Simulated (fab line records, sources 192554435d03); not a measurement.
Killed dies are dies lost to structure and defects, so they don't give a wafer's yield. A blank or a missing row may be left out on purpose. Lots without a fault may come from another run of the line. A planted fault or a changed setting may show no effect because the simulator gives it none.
fab line records | flow n5_finfet
record lots=5 wafers=15 last_day=16
route steps=1938 shown BEOL_M4@1099 BEOL_M5@1112 BEOL_M8@1395 PASSIVATION@1936
lots that met no fault: from a run of the same line without faults
start_h: hours from the record's first day to the start of the lot's first wafer shown | wait_h: hours since the lot's step before | " the same as in the row above | L1.1+2: a row that stands for several wafers | - no value, or no start given | * or withheld: withheld | < > ~ a bound
route shown NAME@n: a module of which the file shows steps, and the number in the route of the first | usual: mean/standard deviation of fault-free wafers | same: alike in all rows | chamber/n: place in a boat | sites: the reading at each site | _std_site: their standard deviation | _edge_site: outer sites' mean less inner sites' | radius_mm: how far each site lies from the wafer's centre | mask NAME#n: copy n | behind: the tool/chamber that last shaped the wafer | hold: why the lot was held/for how many hours/how that ended | device: the transistor (n, p or np) that didn't switch | end of line: the same wafers' tests at the end of the route | a step without rows: its recipe alone | killed: dies lost to structure and defects at the first sort, not the wafer's yield | map: a wafer's dies, x killed, . not, _ none there
set.NAME: the setting as run; set.NAME@STEP: as run at that earlier step | model.NAME: the simulator's own value behind a step, which no gauge read
lots at some steps of the route; a table a step, a row a wafer
services: from which hour (start_h, from the record's first day; less than 0 if before it) a tool's chamber was out of use, for how many hours, and why
## steps
# step N5_BEOL_M4_ANNEAL_95
# recipe temp_c=400 time_s=240 ambient=vacuum
# step N5_BEOL_M4_SPUTTER_96
# recipe material=Cu target_thk_a=45 temp_c=-20 chamber_pressure_pa=0.07 power_w=withheld time_s=8.29
# step N5_BEOL_M4_ECD_50
# recipe material=Cu target_thk_a=3000
# step N5_BEOL_M4_ANNEAL_51
# recipe temp_c=225 time_s=90 ambient=N2
# step N5_BEOL_M4_CMP_52
# recipe stop_on=SiOC t_overpolish_s=6.8 down_force_psi=1 platen_rpm=50 clearing_platen_down_force_psi=1.5 clearing_platen_rpm=50 post_cmp_clean=cu_alkaline target_thk_nm=40 clearing_platen_pad_velocity_m_s=0.99484 pad_velocity_m_s=0.99484
# step N5_BEOL_M4_PRE_CLEAN_60
# recipe gas=NH3/H2 time_s=15 temp_c=* rf_power_w=300
# step N5_BEOL_M4_CO_CAP_55
# recipe material=Co target_thk_a=20 temp_c=200 precursor=CCTBA/H2 pressure_torr=30 time_s=102.1
# step N5_BEOL_M4_PRE_CLEAN_56
# recipe gas=NH3 time_s=15 temp_c=withheld rf_power_w=300
# step N5_BEOL_M4_DEP_57
# recipe material=SiCN target_thk_a=80 temp_c=withheld precursor=3MS/NH3 pressure_torr=3 rf_w=202 time_s=14
# step N5_BEOL_M4_RC_MEAS_101
# usual DIBL_N=35.9/1.7 DIBL_P=35.8/2.2 IOFF_N=0.15/0.03 IOFF_P=0.21/0.036 ION_N=674/12 ION_P=463/7.2 SS_N=71.3/0.59 SS_P=73.1/0.69 VT_N=250/3 VT_P=-251/3.2
# columns lot.wafer tool chamber start_h wait_h DIBL_N[mV/V] DIBL_P[mV/V] IOFF_N[nA/um] IOFF_P[nA/um] ION_N[uA/um] ION_P[uA/um] SS_N[mV/dec] SS_P[mV/dec] VT_N[mV] VT_P[mV]
L936.1 prober-02 0 246.03 0.0 35.2 35.1 0.14 0.21 665 466 70.7 72.5 251 -251
L936.4 " 0 " " 37.7 38.6 0.19 0.29 691 478 71.8 73.7 245 -244
L936.6 " 0 " " 34.0 33.5 0.12 0.19 655 457 71.8 71.8 252 -252
L939.2 prober-01 0 268.94 0.2 34.4 36.4 0.15 0.19 675 463 71.0 73.3 250 -250
L939.4 " 0 " " 36.4 38.8 0.18 0.23 679 461 71.9 73.9 248 -250
L939.5 " 0 " " 32.5 34.2 0.12 0.16 669 467 70.7 73.5 254 -251
L943.2 prober-01 0 292.35 0.2 34.4 33.1 0.14 0.18 676 460 70.5 72.7 254 -252
L943.4 " 0 " " 34.6 34.8 0.14 0.22 668 462 70.9 73.2 253 -246
L943.5 " 0 " " 35.0 36.0 0.15 0.23 662 458 70.9 73.6 250 -247
L944.1 prober-02 0 292.92 0.0 37.5 37.8 0.18 0.26 683 476 71.2 73.2 248 -246
L944.4 " 0 " " 36.1 36.4 0.15 0.26 665 468 71.5 72.7 250 -246
L944.5 " 0 " " 34.3 33.8 0.12 0.20 660 459 71.0 71.9 254 -250
L945.3 prober-02 0 307.67 0.3 37.7 37.0 0.20 0.23 693 470 72.2 73.7 244 -250
L945.4 " 0 " " 35.1 33.8 0.14 0.19 672 461 72.2 72.1 250 -250
L945.6 " 0 " " 36.1 35.1 0.16 0.20 677 457 72.2 73.6 249 -250
# step N5_BEOL_M5_ILD_DEP_00
# recipe material=SiCOH_lowk target_thk_a=1406.4 temp_c=300 precursor=DEMS/porogen pressure_torr=5 rf_w=500 time_s=25.9
# step N5_BEOL_M5_CURE_79
# recipe temp_c=385 time_s=240 ambient=He/Ar material=SiCOH_lowk
# step N5_BEOL_M5_PECVD_70
# recipe material=SiO2 target_thk_a=160 temp_c=400 precursor=TEOS/O2 pressure_torr=5.5 rf_w=450 teos_flow_sccm=53.8 gas=O2 flow_sccm=3000 time_s=18
# step N5_BEOL_M5_HM_DEP_02
# recipe material=TiN target_thk_a=200 temp_c=25 chamber_pressure_pa=0.49996
# step N5_BEOL_M5_COAT_59
# recipe resist=SOC temp_c=250 time_s=60 spin_rpm=1500 resist_thk_nm=60
# step N5_BEOL_M5_COAT_60
# recipe resist=SiARC temp_c=220 time_s=60 spin_rpm=1500 resist_thk_nm=12
# step N5_BEOL_M5_COAT_71
# recipe resist=underlayer temp_c=205 time_s=60 spin_rpm=1500 resist_thk_nm=5
# step N5_BEOL_M5_COAT_05
# recipe resist=CAR-EUV spin_rpm=1500 resist_thk_nm=30
# step N5_BEOL_M5_EBR_07
# recipe solvent=PGMEA ebr_width_mm=1.5
# step N5_BEOL_M5_SOFTBAKE_06
# recipe temp_c=110 time_s=60 resist=CAR-EUV
# step N5_BEOL_M5_EXPOSE_08
# recipe mask_id=M5 na=0.33 source_shape=annular sigma_inner=0.4 sigma_outer=0.8 polarization=unpolarized target_cd_nm=28 dose_mj=35.75
# step N5_BEOL_M5_PEB_09
# recipe peb_temp_c=100 peb_time_s=60 resist=CAR-EUV
# step N5_BEOL_M5_DEVELOP_10
# recipe develop_time_s=30 developer=TMAH resist=CAR-EUV rinse_liquid=surfactant_rinse dry=air_spin dev_temp_c=23
# step N5_BEOL_M5_DESCUM_16
# recipe chemistry=O2 time_s=7 source_power_w=50 bias_power_w=20 pressure_mtorr=20 rf_frequency_hz=2.712e+07 temp_c=40 resist=CAR-EUV o2_flow_sccm=225
# step N5_BEOL_M5_ETCH_72
# recipe chemistry=N2/H2 target=underlayer target_depth_a=65 mask_material=CAR-EUV time_s=5.2 ion_energy_ev=200 pressure_mtorr=30 source_w=840 bias_w=150 n2_flow_sccm=200 h2_flow_sccm=200 ends=cleared
# step N5_BEOL_M5_ETCH_61
# recipe chemistry=CF4 target=SiARC target_depth_a=156 mask_material=CAR-EUV time_s=26 ion_energy_ev=80 pressure_mtorr=40 source_w=545 bias_w=36 Ar_flow_sccm=100 cf4_flow_sccm=100 ends=cleared
# step N5_BEOL_M5_ETCH_62
# recipe chemistry=N2/H2 target=SOC target_depth_a=750 overetch_a=150 mask_material=SiARC temp_c=40 time_s=112.5 ion_energy_ev=200 pressure_mtorr=30 source_w=840 bias_w=150 n2_flow_sccm=200 h2_flow_sccm=200
# step N5_BEOL_M5_STRIP_63
# recipe chemistry=N2/H2 temp_c=40 n2_flow_sccm=200 h2_flow_sccm=200 rf_frequency_hz=6e+07
# step N5_BEOL_M5_STRIP_73
# recipe chemistry=N2/H2 temp_c=40 n2_flow_sccm=200 h2_flow_sccm=200 rf_frequency_hz=6e+07
# step N5_BEOL_M5_STRIP_64
# recipe chemistry=CF4 resist=SiARC power_w=300 bias_power_w=75 pressure_mtorr=50 cf4_flow_sccm=150 rf_frequency_hz=6e+07
# step N5_BEOL_M5_HM_OPEN_17
# recipe chemistry=Cl2/BCl3 target_depth_a=200 overetch_a=60 target=TiN mask_material=SOC ion_energy_ev=150 pressure_mtorr=10 icp_w=1000 bias_w=126 Cl2_flow_sccm=53.25 bcl3_flow_sccm=21.75 Ar_flow_sccm=25
# step N5_BEOL_M5_STRIP_19
# recipe chemistry=O2 power_w=400 temp_c=40 pressure_mtorr=30 rf_frequency_hz=6e+07 bias_power_w=0 overash_fraction=0.2 o2_flow_sccm=225
# step N5_BEOL_M5_COAT_65
# recipe resist=SOC temp_c=250 time_s=60 spin_rpm=1500 resist_thk_nm=60
# step N5_BEOL_M5_COAT_66
# recipe resist=SiARC temp_c=220 time_s=60 spin_rpm=1500 resist_thk_nm=12
# step N5_BEOL_M8_CMP_52
# recipe stop_on=SiCOH_lowk t_overpolish_s=6.9 down_force_psi=1 platen_rpm=50 clearing_platen_down_force_psi=1.5 clearing_platen_rpm=50 post_cmp_clean=cu_alkaline target_thk_nm=80 clearing_platen_pad_velocity_m_s=0.99484 pad_velocity_m_s=0.99484
# usual barrier_field_endpoint_s=28.9/0.74 clearing_platen_down_force_psi=1.500/0.0031 clearing_platen_rpm=49.999/0.028 motor_current_A=6.1/0.65 overpolish_run_s=6.900/0.0093 slurry_flow_ml_min=150.0/0.42 time_to_endpoint_s=62.6/3
# columns lot.wafer tool chamber start_h wait_h barrier_field_endpoint_s clearing_platen_down_force_psi clearing_platen_rpm motor_current_A overpolish_run_s slurry_flow_ml_min time_to_endpoint_s model.Cu_of_BEOL_M8_ECD_50.thk_nm model.SiO2_of_BEOL_M8_PECVD_70.thk_nm
L936.1 cmp-03 1 282.03 0.3 29.8 1.502 49.990 7.3 6.898 150.5 60.9 81.4 0
L936.4 " 2 " " 29.5 1.502 49.977 6.3 6.914 149.9 66.8 82 0
L936.6 " 1 " " 29.7 1.503 49.979 6.9 6.891 150.6 62.7 80.8 0
L939.4 cmp-02 0 305.35 0.2 28.9 1.498 49.990 6.7 6.897 150.2 62.4 81.8 0
L939.2 " 2 " " 27.2 1.504 49.974 5.0 6.899 150.0 56.4 77.8 0
L939.5 " 0 " " 28.2 1.498 50.006 6.5 6.900 150.0 58.8 78.6 0
L943.4 cmp-04 1 326.45 0.2 - - - - - - - 301.6 19.8
L943.2 " 3 " " - - - - - - - 301.2 20
L943.5 " 1 " " - - - - - - - 299 20.2
L944.4 cmp-03 0 327.33 0.2 - - - - - - - 300.6 19.4
L944.1 " 1 " " - - - - - - - 298.2 19.4
L944.5 " 2 " " - - - - - - - 300.6 19.8
L945.4 cmp-03 2 348.20 0.1 - - - - - - - 300 20
L945.3 " 1 " " - - - - - - - 300 19.6
L945.6 " 3 " " - - - - - - - 301.8 20.2
# step N5_BEOL_M8_THK_MEAS_53
# recipe thk_meas_gauge=xrf reads=Cu_of_BEOL_M8_ECD_50
# usual M8_THK=79.2/2
# columns lot.wafer tool chamber start_h wait_h M8_THK[nm]
L936.1 film_metro-02 - 282.33 - 80.2
L936.4 " - " " 80.4
L936.6 " - " " 79.5
L939.2 film_metro-02 - 305.61 - 77.0
L939.4 " - " " 81.1
L939.5 " - " " 77.8
L943.2 film_metro-02 - 326.74 0.2 296.8
L943.4 " - " " 298.4
L943.5 " - " " 293.1
L944.1 film_metro-02 - 327.55 0.1 296.5
L944.4 " - " " 295.9
L944.5 " - " " 298.1
L945.3 film_metro-02 - 348.50 0.1 294.3
L945.4 " - " " 295.3
L945.6 " - " " 298.5
# step N5_BEOL_M8_RS_MEAS_57
# recipe thk_meas_gauge=four-point-probe reads=Cu_of_BEOL_M8_ECD_50+Co_of_BEOL_M8_CVD_78+TaN_of_BEOL_M8_ALD_77
# usual M8_RS=0.286/0.0084
# columns lot.wafer tool chamber start_h wait_h M8_RS[ohm/sq]
L936.1 film_metro-01 - 282.46 0.1 0.280
L936.4 " - " " 0.278
L936.6 " - " " 0.283
L939.2 film_metro-01 - 305.74 0.1 0.296
L939.4 " - " " 0.277
L939.5 " - " " 0.291
L943.2 film_metro-01 - 326.87 0.1 0.064
L943.4 " - " " 0.064
L943.5 " - " " 0.065
L944.1 film_metro-02 - 327.68 0.1 0.065
L944.4 " - " " 0.064
L944.5 " - " " 0.064
L945.3 film_metro-02 - 348.63 0.1 0.065
L945.4 " - " " 0.064
L945.6 " - " " 0.064
# step N5_BEOL_M8_INSPECT_58
# recipe inspect_instrument=darkfield mode=post_dep
# usual raw_defect_count=72/21
# columns lot.wafer tool chamber start_h wait_h raw_defect_count
L936.1 defect_inspect-02 - 282.48 0.0 44
L936.4 " - " " 76
L936.6 " - " " 93
L939.2 defect_inspect-02 - 305.76 0.0 44
L939.4 " - " " 100
L939.5 " - " " 94
L943.2 defect_inspect-01 - 326.90 0.0 1176
L943.4 " - " " 1234
L943.5 " - " " 1180
L944.1 defect_inspect-01 - 327.70 0.0 1134
L944.4 " - " " 1236
L944.5 " - " " 1125
L945.3 defect_inspect-01 - 348.65 0.0 1167
L945.4 " - " " 1044
L945.6 " - " " 1187
# step N5_PASSIVATION_PROBE_49
# usual defect_limited_yield=91.0/1.5 killed_at_M0_to_M3=35/12 killed_at_M4_up=15/5.8 killed_at_contacts=14/7.2 killed_at_front_end=40/10 killed_at_other=3/3 killed_dies=106/18 killed_on_rim=14/4 killed_open=68/14 killed_short=35/7.2 sort_bin_5_function=5.2/0.96 sort_bin_6_memory=3.3/0.69 sort_n_pass=1074/18 sort_yield_pct=91.0/1.5
# same gross_dies=1180 killed_at_back_side=0 sort_bin_4_leakage[%]=0 sort_bin_8_speed[%]=0
# columns lot.wafer tool chamber start_h wait_h defect_limited_yield[%] killed_at_M0_to_M3 killed_at_M4_up killed_at_contacts killed_at_front_end killed_at_other killed_dies killed_on_rim killed_open killed_short sort_bin_5_function[%] sort_bin_6_memory[%] sort_n_pass sort_yield_pct[%]
L943.2 prober-02 - 385.80 0.1 0 29 1084 14 52 1 1180 152 73 44 6.1 3.6 0 0
L943.4 prober-02 - 385.90 0.2 0 33 1090 14 41 2 1180 152 72 30 5.6 2.9 0 0
L943.5 prober-02 - 385.95 0.2 0 18 1095 19 46 2 1180 152 71 32 5.8 3.2 0 0
L944.1 prober-02 - 391.52 0.0 0 49 1070 16 38 7 1180 152 81 42 6.0 3.7 0 0
L944.4 prober-02 - 391.67 0.2 0 28 1109 14 25 4 1180 152 57 24 4.7 2.2 0 0
L944.5 prober-02 - 391.72 0.2 0 54 1071 14 38 3 1180 152 76 37 5.5 3.5 0 0
# killed by level:class
L943.2 BEOL_M8:area_cmp=1063 FIN_SAQP:geometric_particle:open=15 MOL_CONTACT_COAG:geometric_particle:open=12 FIN_SAQP:geometric_particle:short=11 BEOL_M0_SAQP:geometric_particle:short=10 BEOL_M4:geometric_particle:open=8 BEOL_M2:geometric_particle:open=7 GATE_CUT:geometric_particle:short=6
L943.4 BEOL_M8:area_cmp=1077 FIN_SAQP:geometric_particle:open=15 MOL_CONTACT_COAG:geometric_particle:open=13 FIN_SAQP:geometric_particle:short=11 BEOL_M0_SAQP:geometric_particle:open=10 BEOL_M0_SAQP:geometric_particle:short=9 BEOL_M4:geometric_particle:open=5 BEOL_M2:geometric_particle:open=4
L943.5 BEOL_M8:area_cmp=1073 MOL_CONTACT_COAG:geometric_particle:open=14 FIN_SAQP:geometric_particle:open=11 FIN_SAQP:geometric_particle:short=9 STI_FIN_REVEAL:geometric_particle:open=9 BEOL_M0_SAQP:geometric_particle:open=7 BEOL_M4:geometric_particle:open=7 BEOL_M5:geometric_particle:open=6
L944.1 BEOL_M8:area_cmp=1057 BEOL_M2:geometric_particle:open=20 MOL_CONTACT_COAG:geometric_particle:open=14 GATE_CUT:geometric_particle:short=6 GATE_CUT:geometric_particle:open=6 BEOL_M0:geometric_particle:open=6 STI_FIN_REVEAL:geometric_particle:open=5 BEOL_M0_SAQP:geometric_particle:short=5
L944.4 BEOL_M8:area_cmp=1099 MOL_CONTACT_COAG:geometric_particle:open=12 STI_FIN_REVEAL:geometric_particle:open=11 BEOL_M0_SAQP:geometric_particle:open=5 BEOL_M2:geometric_particle:open=5 BEOL_M0:geometric_particle:open=4 BEOL_M3:geometric_particle:open=4 BEOL_M4:geometric_particle:open=4
L944.5 BEOL_M8:area_cmp=1065 MOL_CONTACT_COAG:geometric_particle:open=13 STI_FIN_REVEAL:geometric_particle:open=11 BEOL_M1:geometric_particle:open=9 BEOL_M2:geometric_particle:open=8 BEOL_M0_SAQP:geometric_particle:short=8 GATE_CUT:geometric_particle:short=6 BEOL_M0_SAQP:geometric_particle:open=6
# map L943.2 (x killed, . not)
_________________xxxxxxxxxxxx________________
______________xxxxxxxxxxxxxxxxxx_____________
___________xxxxxxxxxxxxxxxxxxxxxxxx__________
__________xxxxxxxxxxxxxxxxxxxxxxxxxx_________
________xxxxxxxxxxxxxxxxxxxxxxxxxxxxxx_______
_______xxxxxxxxxxxxxxxxxxxxxxxxxxxxxxxx______
______xxxxxxxxxxxxxxxxxxxxxxxxxxxxxxxxxx_____
_____xxxxxxxxxxxxxxxxxxxxxxxxxxxxxxxxxxxx____
____xxxxxxxxxxxxxxxxxxxxxxxxxxxxxxxxxxxxxx___
___xxxxxxxxxxxxxxxxxxxxxxxxxxxxxxxxxxxxxxxx__
___xxxxxxxxxxxxxxxxxxxxxxxxxxxxxxxxxxxxxxxx__
__xxxxxxxxxxxxxxxxxxxxxxxxxxxxxxxxxxxxxxxxxx_
__xxxxxxxxxxxxxxxxxxxxxxxxxxxxxxxxxxxxxxxxxx_
_xxxxxxxxxxxxxxxxxxxxxxxxxxxxxxxxxxxxxxxxxxxx
_xxxxxxxxxxxxxxxxxxxxxxxxxxxxxxxxxxxxxxxxxxxx
_xxxxxxxxxxxxxxxxxxxxxxxxxxxxxxxxxxxxxxxxxxxx
_xxxxxxxxxxxxxxxxxxxxxxxxxxxxxxxxxxxxxxxxxxxx
_xxxxxxxxxxxxxxxxxxxxxxxxxxxxxxxxxxxxxxxxxxxx
_xxxxxxxxxxxxxxxxxxxxxxxxxxxxxxxxxxxxxxxxxxxx
_xxxxxxxxxxxxxxxxxxxxxxxxxxxxxxxxxxxxxxxxxxxx
_xxxxxxxxxxxxxxxxxxxxxxxxxxxxxxxxxxxxxxxxxxxx
__xxxxxxxxxxxxxxxxxxxxxxxxxxxxxxxxxxxxxxxxxx_
__xxxxxxxxxxxxxxxxxxxxxxxxxxxxxxxxxxxxxxxxxx_
___xxxxxxxxxxxxxxxxxxxxxxxxxxxxxxxxxxxxxxxx__
___xxxxxxxxxxxxxxxxxxxxxxxxxxxxxxxxxxxxxxxx__
____xxxxxxxxxxxxxxxxxxxxxxxxxxxxxxxxxxxxxx___
_____xxxxxxxxxxxxxxxxxxxxxxxxxxxxxxxxxxxx____
______xxxxxxxxxxxxxxxxxxxxxxxxxxxxxxxxxx_____
_______xxxxxxxxxxxxxxxxxxxxxxxxxxxxxxxx______
________xxxxxxxxxxxxxxxxxxxxxxxxxxxxxx_______
__________xxxxxxxxxxxxxxxxxxxxxxxxxx_________
___________xxxxxxxxxxxxxxxxxxxxxxxx__________
______________xxxxxxxxxxxxxxxxxx_____________
_________________xxxxxxxxxxxx________________
# map L944.1 (x killed, . not)
_________________xxxxxxxxxxxx________________
______________xxxxxxxxxxxxxxxxxx_____________
___________xxxxxxxxxxxxxxxxxxxxxxxx__________
__________xxxxxxxxxxxxxxxxxxxxxxxxxx_________
________xxxxxxxxxxxxxxxxxxxxxxxxxxxxxx_______
_______xxxxxxxxxxxxxxxxxxxxxxxxxxxxxxxx______
______xxxxxxxxxxxxxxxxxxxxxxxxxxxxxxxxxx_____
_____xxxxxxxxxxxxxxxxxxxxxxxxxxxxxxxxxxxx____
____xxxxxxxxxxxxxxxxxxxxxxxxxxxxxxxxxxxxxx___
___xxxxxxxxxxxxxxxxxxxxxxxxxxxxxxxxxxxxxxxx__
___xxxxxxxxxxxxxxxxxxxxxxxxxxxxxxxxxxxxxxxx__
__xxxxxxxxxxxxxxxxxxxxxxxxxxxxxxxxxxxxxxxxxx_
__xxxxxxxxxxxxxxxxxxxxxxxxxxxxxxxxxxxxxxxxxx_
_xxxxxxxxxxxxxxxxxxxxxxxxxxxxxxxxxxxxxxxxxxxx
_xxxxxxxxxxxxxxxxxxxxxxxxxxxxxxxxxxxxxxxxxxxx
_xxxxxxxxxxxxxxxxxxxxxxxxxxxxxxxxxxxxxxxxxxxx
_xxxxxxxxxxxxxxxxxxxxxxxxxxxxxxxxxxxxxxxxxxxx
_xxxxxxxxxxxxxxxxxxxxxxxxxxxxxxxxxxxxxxxxxxxx
_xxxxxxxxxxxxxxxxxxxxxxxxxxxxxxxxxxxxxxxxxxxx
_xxxxxxxxxxxxxxxxxxxxxxxxxxxxxxxxxxxxxxxxxxxx
_xxxxxxxxxxxxxxxxxxxxxxxxxxxxxxxxxxxxxxxxxxxx
__xxxxxxxxxxxxxxxxxxxxxxxxxxxxxxxxxxxxxxxxxx_
__xxxxxxxxxxxxxxxxxxxxxxxxxxxxxxxxxxxxxxxxxx_
___xxxxxxxxxxxxxxxxxxxxxxxxxxxxxxxxxxxxxxxx__
___xxxxxxxxxxxxxxxxxxxxxxxxxxxxxxxxxxxxxxxx__
____xxxxxxxxxxxxxxxxxxxxxxxxxxxxxxxxxxxxxx___
_____xxxxxxxxxxxxxxxxxxxxxxxxxxxxxxxxxxxx____
______xxxxxxxxxxxxxxxxxxxxxxxxxxxxxxxxxx_____
_______xxxxxxxxxxxxxxxxxxxxxxxxxxxxxxxx______
________xxxxxxxxxxxxxxxxxxxxxxxxxxxxxx_______
__________xxxxxxxxxxxxxxxxxxxxxxxxxx_________
___________xxxxxxxxxxxxxxxxxxxxxxxx__________
______________xxxxxxxxxxxxxxxxxx_____________
_________________xxxxxxxxxxxx________________
## services
# columns tool chamber start_h hours kind
cmp-03 - 269.54 1.4 repair
cmp-03 - 270.96 7.4 pm
cmp-04 - 287.89 4.0 pm
cmp-04 - 291.89 - consumable_replace:conditioner
cmp-04 - 291.89 - consumable_replace:pad
cmp-04 - 338.73 3.2 repair
## key
first_sign step=N5_BEOL_M8_CMP_52 reading=tool_record direction=missing
effect step=N5_BEOL_M8_THK_MEAS_53 reading=M8_THK direction=up sigmas=99+ usual=79.2 struck=296.3
effect step=N5_BEOL_M8_RS_MEAS_57 reading=M8_RS direction=down sigmas=26 usual=0.286 struck=0.064
effect step=N5_BEOL_M8_INSPECT_58 reading=raw_defect_count direction=up sigmas=51 usual=72 struck=1165
effect step=N5_PASSIVATION_PROBE_49 reading=killed_at_M4_up direction=up sigmas=99+ usual=15 struck=1086
model_effect step=N5_BEOL_M8_CMP_52 value=Cu_of_BEOL_M8_ECD_50.thk_nm without=81.67 struck=300.3
more_kills_born_at N5_BEOL_M8_CMP_52@cmp-03=3221 N5_BEOL_M8_CMP_52@cmp-04=3213
met_at N5_BEOL_M8_CMP_52
struck_wafers L943.2,L943.4,L943.5,L944.1,L944.4,L944.5,L945.3,L945.4,L945.6
rows_end L945.3,L945.4,L945.6
later_rows_left_out L943.2,L943.4,L943.5,L944.1,L944.4,L944.5
onset_between 282.03 326.45
fault kind=skipped_step_whole tool=cmp-03,cmp-04 chamber=- onset_h=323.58 steps=N5_BEOL_M8_CMP_52 scope=struck_lots_only
# later_rows_left_out: the simulator's readings of these wafers behind a module that went badly wrong aren't trusted and aren't shown, but for the sort
# rows_end: these wafers met a further fault down the route, and their rows from its step on are left out
